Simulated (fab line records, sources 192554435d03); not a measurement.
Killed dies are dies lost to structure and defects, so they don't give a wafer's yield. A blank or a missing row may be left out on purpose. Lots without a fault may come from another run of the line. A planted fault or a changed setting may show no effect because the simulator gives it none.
fab line records | flow n5_finfet
record lots=4 wafers=12 last_day=17
route steps=1938 shown GATE_CUT@484 MOL_CONTACT_COAG@517 PASSIVATION@1936
lots that met no fault: from a run of the same line without faults
start_h: hours from the record's first day to the start of the lot's first wafer shown | wait_h: hours since the lot's step before | " the same as in the row above | L1.1+2: a row that stands for several wafers | - no value, or no start given | * or withheld: withheld | < > ~ a bound
route shown NAME@n: a module of which the file shows steps, and the number in the route of the first | usual: mean/standard deviation of fault-free wafers | same: alike in all rows | chamber/n: place in a boat | sites: the reading at each site | _std_site: their standard deviation | _edge_site: outer sites' mean less inner sites' | radius_mm: how far each site lies from the wafer's centre | mask NAME#n: copy n | behind: the tool/chamber that last shaped the wafer | hold: why the lot was held/for how many hours/how that ended | device: the transistor (n, p or np) that didn't switch | end of line: the same wafers' tests at the end of the route | a step without rows: its recipe alone | killed: dies lost to structure and defects at the first sort, not the wafer's yield | map: a wafer's dies, x killed, . not, _ none there
set.NAME: the setting as run; set.NAME@STEP: as run at that earlier step | model.NAME: the simulator's own value behind a step, which no gauge read
lots at some steps of the route; a table a step, a row a wafer
services: from which hour (start_h, from the record's first day; less than 0 if before it) a tool's chamber was out of use, for how many hours, and why
## steps
# step N5_GATE_CUT_EXPOSE_10
# recipe mask_id=GATE_CUT na=0.33 source_shape=annular sigma_inner=0.35 sigma_outer=0.8 polarization=unpolarized target_cd_nm=20 dose_mj=43.25
# step N5_GATE_CUT_PEB_11
# recipe peb_temp_c=100 peb_time_s=60 resist=CAR-EUV
# step N5_GATE_CUT_DEVELOP_12
# recipe develop_time_s=30 developer=TMAH resist=CAR-EUV rinse_liquid=surfactant_rinse dry=air_spin dev_temp_c=23
# step N5_GATE_CUT_DESCUM_18
# recipe chemistry=O2 time_s=7 source_power_w=50 bias_power_w=20 pressure_mtorr=20 rf_frequency_hz=2.712e+07 temp_c=40 resist=CAR-EUV o2_flow_sccm=225
# step N5_GATE_CUT_ETCH_28
# recipe chemistry=N2/H2 target=underlayer target_depth_a=130 mask_material=CAR-EUV time_s=10.4 ion_energy_ev=200 pressure_mtorr=30 source_w=840 bias_w=150 n2_flow_sccm=200 h2_flow_sccm=200 ends=cleared
# step N5_GATE_CUT_ETCH_36
# recipe chemistry=CF4 target=SiARC target_depth_a=130 mask_material=CAR-EUV time_s=21.7 ion_energy_ev=80 pressure_mtorr=40 source_w=545 bias_w=36 Ar_flow_sccm=100 cf4_flow_sccm=100 ends=cleared
# step N5_GATE_CUT_ETCH_37
# recipe chemistry=N2/H2 target=SOC target_depth_a=600 overetch_a=120 mask_material=SiARC temp_c=40 time_s=90 ion_energy_ev=200 pressure_mtorr=30 source_w=840 bias_w=150 n2_flow_sccm=200 h2_flow_sccm=200
# step N5_GATE_CUT_STRIP_38
# recipe chemistry=N2/H2 temp_c=40 n2_flow_sccm=200 h2_flow_sccm=200 rf_frequency_hz=6e+07
# step N5_GATE_CUT_STRIP_39
# recipe chemistry=N2/H2 temp_c=40 n2_flow_sccm=200 h2_flow_sccm=200 rf_frequency_hz=6e+07
# step N5_GATE_CUT_HM_OPEN_40
# recipe chemistry=C4F6/O2 target=SiO2 mask_material=SiARC target_depth_a=1390 time_s=85.1 ion_energy_ev=250 pressure_mtorr=30 source_w=345 bias_w=185 Ar_flow_sccm=300 C4F6_flow_sccm=10 O2_flow_sccm=10 ends=cleared
# usual chamber_pressure_mTorr=29.998/0.026 drypump_motor_current_A=5.6/0.44 etch_rf_on_time_s=93.6/2.2 oes_product_au=0.73/0.093 rf_vpp_V=670/9.3 showerhead_plenum_p_Torr=2.84/0.11 throttle_valve_pct=21.03/0.17
# columns lot.wafer tool chamber start_h wait_h chamber_pressure_mTorr drypump_motor_current_A etch_rf_on_time_s oes_product_au rf_hours_counter_h rf_vpp_V showerhead_plenum_p_Torr throttle_valve_pct
L800.1 rie_diel-05 0 115.86 0.0 29.976 5.3 94.0 0.64 206 686 2.69 20.93
L800.5 " 0 " " 30.001 5.4 95.1 0.64 - 685 2.69 20.94
L800.6 " 1 " " 30.013 6.3 100.1 0.63 - 666 2.82 21.10
L805.1 rie_diel-05 0 146.98 0.0 30.006 5.4 94.4 0.63 216 686 2.69 20.93
L805.4 " 1 " " 30.054 6.3 100.6 0.63 188 666 2.82 21.13
L805.6 " 2 " " 29.987 5.5 93.8 0.74 - 657 2.77 21.02
L808.2 rie_diel-05 2 169.25 0.0 30.002 5.5 90.9 0.74 85 656 2.77 21.04
L808.4 " 3 " " 30.025 5.9 92.3 0.78 40 668 3.01 20.78
L808.5 " 1 " " 30.005 6.3 96.4 0.63 - 668 2.82 21.13
L816.1 rie_diel-04 1 209.87 0.0 29.981 5.2 95.4 0.63 232 663 2.82 21.09
L816.2 " 3 " " 30.014 6.2 91.5 0.71 128 658 2.76 21.31
L816.4 " 2 " " 30.004 6.1 93.7 0.77 46 685 3.01 21.22
# step N5_GATE_CUT_STRIP_41
# recipe chemistry=CF4 resist=SiARC power_w=300 bias_power_w=75 pressure_mtorr=50 cf4_flow_sccm=150 rf_frequency_hz=6e+07
# step N5_GATE_CUT_STRIP_42
# recipe chemistry=O2 power_w=400 temp_c=40 pressure_mtorr=30 rf_frequency_hz=6e+07 bias_power_w=0 overash_fraction=0.3 o2_flow_sccm=225
# step N5_GATE_CUT_ETCH_19
# recipe chemistry=CH3F/O2 target=SiNx mask_material=SiO2 target_depth_a=537 time_s=76.7 pressure_mtorr=30 source_w=395 bias_w=73 Ar_flow_sccm=150 CH3F_flow_sccm=30 O2_flow_sccm=20 ion_energy_ev=120 ends=cleared
# step N5_GATE_CUT_CUT_ETCH_53
# recipe chemistry=SF6/Cl2 target=W mask_material=SiO2 target_depth_a=792 pressure_mtorr=8 icp_w=900 bias_w=80 SF6_flow_sccm=40 Cl2_flow_sccm=60 ends=cleared
# step N5_GATE_CUT_CUT_ETCH_54
# recipe chemistry=Cl2/BCl3 target=TiN mask_material=SiO2 target_depth_a=967 pressure_mtorr=10 icp_w=1000 bias_w=126 Cl2_flow_sccm=53.25 bcl3_flow_sccm=21.75 Ar_flow_sccm=25 ends=cleared
# step N5_GATE_CUT_CUT_ETCH_55
# recipe chemistry=BCl3 target=HfO2 mask_material=SiO2 target_depth_a=32 ion_energy_ev=30 pressure_mtorr=5 icp_w=450 bias_w=18 bcl3_flow_sccm=80
# step N5_GATE_CUT_ETCH_47
# recipe chemistry=Cl2/BCl3 target=SiO2 target_depth_a=100 pressure_mtorr=10 icp_w=1000 bias_w=126 Cl2_flow_sccm=53.25 bcl3_flow_sccm=21.75 Ar_flow_sccm=25
# step N5_GATE_CUT_VAPOR_ETCH_48
# recipe chemistry=BCl3/Cl2 target=TiN mode=isotropic
# step N5_GATE_CUT_VAPOR_ETCH_49
# recipe chemistry=BCl3/Cl2 target=TiAlC mode=isotropic
# step N5_GATE_CUT_VAPOR_ETCH_51
# recipe chemistry=BCl3/Cl2 target=HfO2 mode=isotropic
# step N5_GATE_CUT_STRIP_21
# recipe chemistry=N2/H2 time_s=30 power_w=1000 temp_c=250 pressure_mtorr=withheld n2_flow_sccm=1750 h2_flow_sccm=3250
# step N5_GATE_CUT_STRIP_29
# recipe chemistry=post_etch_residue_remover time_s=60 temp_c=25 remover_ph=withheld remover_water_wt_pct=withheld remover_fluoride_wt_pct=withheld
# step N5_GATE_CUT_SRD_52
# recipe dry=ipa_marangoni time_s=30 temp_c=23 rinse_liquid=diw
# step N5_GATE_CUT_ALD_22
# recipe material=SiNx target_thk_a=160 temp_c=400 ald_precursor_family=SiH2I2 ald_co_reactant=N2/H2-plasma pulse_time_s=1 ald_cycles=320 purge_time_s=2 co_reactant_purge_time_s=2 pressure_torr=2
# step N5_GATE_CUT_CMP_23
# recipe stop_on=SiO2 t_overpolish_s=23.4 post_cmp_clean=alkaline_brush down_force_psi=2.5 platen_rpm=51.8 pad_velocity_m_s=1.0307 target_thk_nm=16
# step N5_GATE_CUT_CMP_43
# recipe material=SiO2 post_cmp_clean=rinse_only
# step N5_GATE_CUT_CMP_61
# recipe stop_on=SiNx t_overpolish_s=3 post_cmp_clean=alkaline_brush down_force_psi=4 platen_rpm=27.09 pad_velocity_m_s=0.539
# step N5_MOL_CONTACT_COAG_COAT_103
# recipe resist=SOC temp_c=250 time_s=60 spin_rpm=1500 resist_thk_nm=80
# step N5_MOL_CONTACT_COAG_COAT_104
# recipe resist=SiARC temp_c=220 time_s=60 spin_rpm=1500 resist_thk_nm=12
# step N5_MOL_CONTACT_COAG_COAT_58
# recipe resist=underlayer temp_c=205 time_s=60 spin_rpm=1500 resist_thk_nm=10
# step N5_MOL_CONTACT_COAG_COAT_02
# recipe resist=CAR-EUV spin_rpm=1500 resist_thk_nm=30
# step N5_MOL_CONTACT_COAG_EBR_04
# recipe solvent=PGMEA ebr_width_mm=1.5
# step N5_MOL_CONTACT_COAG_SOFTBAKE_03
# recipe temp_c=110 time_s=60 resist=CAR-EUV
# step N5_MOL_CONTACT_COAG_EXPOSE_05
# recipe mask_id=CA na=0.33 source_shape=annular sigma_inner=0.4 sigma_outer=0.8 polarization=unpolarized defocus_nm=0 dose_mj=38.25
# step N5_MOL_CONTACT_COAG_PEB_06
# recipe peb_temp_c=100 peb_time_s=60 resist=CAR-EUV
# step N5_MOL_CONTACT_COAG_DEVELOP_07
# recipe develop_time_s=30 developer=TMAH resist=CAR-EUV rinse_liquid=surfactant_rinse dry=air_spin dev_temp_c=23
# step N5_PASSIVATION_PROBE_49
# usual defect_limited_yield=91.1/1.5 killed_at_M0_to_M3=33/9.9 killed_at_M4_up=14/5.2 killed_at_contacts=12/6.7 killed_at_front_end=43/13 killed_at_other=3.4/2.7 killed_dies=105/17 killed_on_rim=14/4.2 killed_open=69/13 killed_short=33/7.5 sort_bin_5_function=5.2/0.91 sort_bin_6_memory=3.3/0.71 sort_n_pass=1075/17 sort_yield_pct=91.1/1.5
# same gross_dies=1180 killed_at_back_side=0 sort_bin_4_leakage[%]=0 sort_bin_8_speed[%]=0
# columns lot.wafer tool chamber start_h wait_h defect_limited_yield[%] killed_at_M0_to_M3 killed_at_M4_up killed_at_contacts killed_at_front_end killed_at_other killed_dies killed_on_rim killed_open killed_short sort_bin_5_function[%] sort_bin_6_memory[%] sort_n_pass sort_yield_pct[%]
L800.1 prober-01 - 316.83 0.0 91.2 28 19 12 40 5 104 11 74 30 5.2 3.4 1076 91.2
L800.5 prober-01 - 317.03 0.2 89.8 27 18 6 64 5 120 21 72 45 5.9 4.0 1060 89.8
L800.6 prober-01 - 317.08 0.3 90.1 31 17 4 58 7 117 12 70 43 5.8 3.6 1063 90.1
L805.1 prober-01 - 356.39 0.0 92.5 33 11 16 26 2 88 9 59 26 4.3 2.9 1092 92.5
L805.4 prober-01 - 356.54 0.2 89.5 51 4 20 46 3 124 15 84 38 6.5 3.6 1056 89.5
L805.6 prober-01 - 356.64 0.3 86.7 15 12 26 104 0 157 36 48 36 8.4 2.5 1023 86.7
L808.2 prober-01 - 373.33 0.1 85.2 19 11 10 128 7 175 38 74 37 9.2 3.5 1005 85.2
L808.5 prober-01 - 373.48 0.2 92.4 22 13 7 45 3 90 6 60 27 4.1 3.2 1090 92.4
# killed by level:class
L800.1 DUMMY_GATE:geometric_particle:open=13 MOL_CONTACT_COAG:geometric_particle:open=11 BEOL_M0_SAQP:geometric_particle:open=8 BEOL_M0_SAQP:geometric_particle:short=7 BEOL_M3:geometric_particle:open=6 FIN_SAQP:geometric_particle:short=5 STI_FIN_REVEAL:geometric_particle:open=5 BEOL_M5:geometric_particle:open=5
L800.5 FIN_SAQP:geometric_particle:open=19 FIN_SAQP:geometric_particle:short=12 BEOL_M0_SAQP:geometric_particle:open=10 BEOL_M5:geometric_particle:open=9 GATE_CUT:geometric_particle:short=8 DUMMY_GATE:geometric_particle:open=7 BEOL_M0_SAQP:geometric_particle:short=7 MOL_CONTACT_COAG:geometric_particle:short=4
L800.6 FIN_SAQP:geometric_particle:short=14 STI_FIN_REVEAL:geometric_particle:open=12 FIN_SAQP:geometric_particle:open=9 BEOL_M0_SAQP:geometric_particle:open=9 DUMMY_GATE:geometric_particle:open=9 BEOL_M0_SAQP:geometric_particle:short=9 BEOL_M4:geometric_particle:open=7 MOL_CONTACT_COAG:geometric_particle:open=4
L805.1 MOL_CONTACT_COAG:geometric_particle:open=12 BEOL_M3:geometric_particle:open=10 STI_FIN_REVEAL:geometric_particle:open=6 DUMMY_GATE:geometric_particle:open=6 FIN_SAQP:geometric_particle:short=4 MOL_CONTACT_COAG:geometric_particle:short=4 BEOL_M0_SAQP:geometric_particle:short=4 BEOL_M2:geometric_particle:open=4
L805.4 BEOL_M2:geometric_particle:open=16 MOL_CONTACT_COAG:geometric_particle:open=15 BEOL_M1:geometric_particle:open=15 FIN_SAQP:geometric_particle:open=12 FIN_SAQP:geometric_particle:short=9 STI_FIN_REVEAL:geometric_particle:open=8 BEOL_M3:geometric_particle:open=7 MOL_CONTACT_COAG:geometric_particle:short=5
L805.6 GATE_CUT:unspecified=72 MOL_CONTACT_COAG:geometric_particle:open=17 GATE_CUT:geometric_particle:short=9 MOL_CONTACT_COAG:geometric_particle:short=9 FIN_SAQP:geometric_particle:short=7 FIN_SAQP:geometric_particle:open=5 STI_FIN_REVEAL:geometric_particle:open=4 BEOL_M0_SAQP:geometric_particle:short=3
L808.2 GATE_CUT:unspecified=63 STI_FIN_REVEAL:geometric_particle:open=19 FIN_SAQP:geometric_particle:short=18 FIN_SAQP:geometric_particle:open=10 MOL_CONTACT_COAG:geometric_particle:open=8 DUMMY_GATE:geometric_particle:open=7 BEOL_M3:geometric_particle:open=5 BEOL_M4:geometric_particle:open=5
L808.5 STI_FIN_REVEAL:geometric_particle:open=9 FIN_SAQP:geometric_particle:open=8 BEOL_M3:geometric_particle:open=7 DUMMY_GATE:geometric_particle:open=7 MOL_CONTACT_COAG:geometric_particle:open=7 FIN_SAQP:geometric_particle:short=6 STI_FIN_REVEAL:geometric_particle:short=5 BEOL_M0_SAQP:geometric_particle:short=5
# map L805.6 (x killed, . not)
_________________....xx.x....________________
______________....x...........xx_____________
___________.......x.....x.........x__________
__________......................x.xx_________
________........................xxxxxx_______
_______x.............x.......x.x..xxxxx______
______..............xxx.x.......xxxxxxxx_____
_____....x...............xx......xxxxxxxx____
____.....x..x...................x.xxxxxxxx___
___......x.......................xxxxxxxxxx__
___................x..........x...xxxxxxxxx__
__...x...x.........x...............xxxx.xxxx_
__.......................x............xxx..x_
_.......x.....x.......................x......
_........................................x...
_.....x.x....x..............xx...xx.........x
_.x......x.......................x...........
_.......x....x...............................
_.......x............x.......................
_...............x..........xx...........x...x
_.x..........................................
__...........x..x....x.....................x_
__...........x.............x........x......._
___.......x.........x.x....................__
___......x..x.........x..................x.__
____......................x........x......___
_____x............x..x...................____
______...................x.............._____
_______....x.....................x..x.x______
________...........x..x..............._______
__________....x...x........x..x....._________
___________....................x...__________
______________..............x..._____________
_________________...x........________________
# map L808.2 (x killed, . not)
_________________x...x.....x.________________
______________xx................_____________
___________...x................x.x.__________
__________...........x..........xxxx_________
________.x...x...x....x.x...x...xxxxxx_______
_______...............x.........xxxxxxx______
______x......x......x............xxxxxxx_____
_____x...x.x....x....x...x........xxxxxxx____
____...x.........x.....x.x.......xxxxxxxxx___
___............................xx.xxxxxxxxx__
___........x....................xx..xxxxxxx__
__.............x.....x..........x....x.xxxx._
__................................x.....xx.._
_...........x..........x.................x...
_............................................
_....x..............x............xx..x.......
_...x.x.................x.x.x........x......x
_....x.....x............x...x...xx...........
_......x.......x.x.....................x.....
_x...x..x...............xx..........x.....x..
_x................x..............x...........
__.x...x..x..................x.............._
__......x.......x...............xx......x..._
___.............x..........................__
___.....xx..........x..................x.x.__
____...x............x.........x..x.......x___
_____x..x.......x.x......................____
______x..x........x...............x....._____
_______.....x..........................______
________.........x...x.....x.....x...._______
__________........x...x............._________
___________....................xx..__________
______________.........x........_____________
_________________....x.......________________
## services
# columns tool chamber start_h hours kind
rie_diel-04 3 138.80 6.5 repair
rie_diel-04 0 145.27 - clean
rie_diel-04 0 145.27 - consumable_replace:focus_ring
rie_diel-04 0 145.27 - consumable_replace:showerhead
rie_diel-04 0 145.27 22.0 scheduled_down
rie_diel-04 0 145.27 22.0 vent_cycle
rie_diel-05 - 207.71 14.6 pm
## key
first_sign step=N5_PASSIVATION_PROBE_49 reading=killed_at_front_end direction=up sigmas=5.7 usual=43 struck=116
effect step=N5_PASSIVATION_PROBE_49 reading=defect_limited_yield direction=down sigmas=3.6 usual=91.1 struck=85.9
more_kills_born_at N5_GATE_CUT_HM_OPEN_40@rie_diel-05=135
met_at N5_GATE_CUT_HM_OPEN_40
struck_wafers L805.6,L808.2
fault kind=chamber_particle_source tool=rie_diel-05 chamber=2 onset_h=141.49 steps=N5_GATE_CUT_HM_OPEN_40 rate_per_visit_cm2=1.354 end_h=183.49
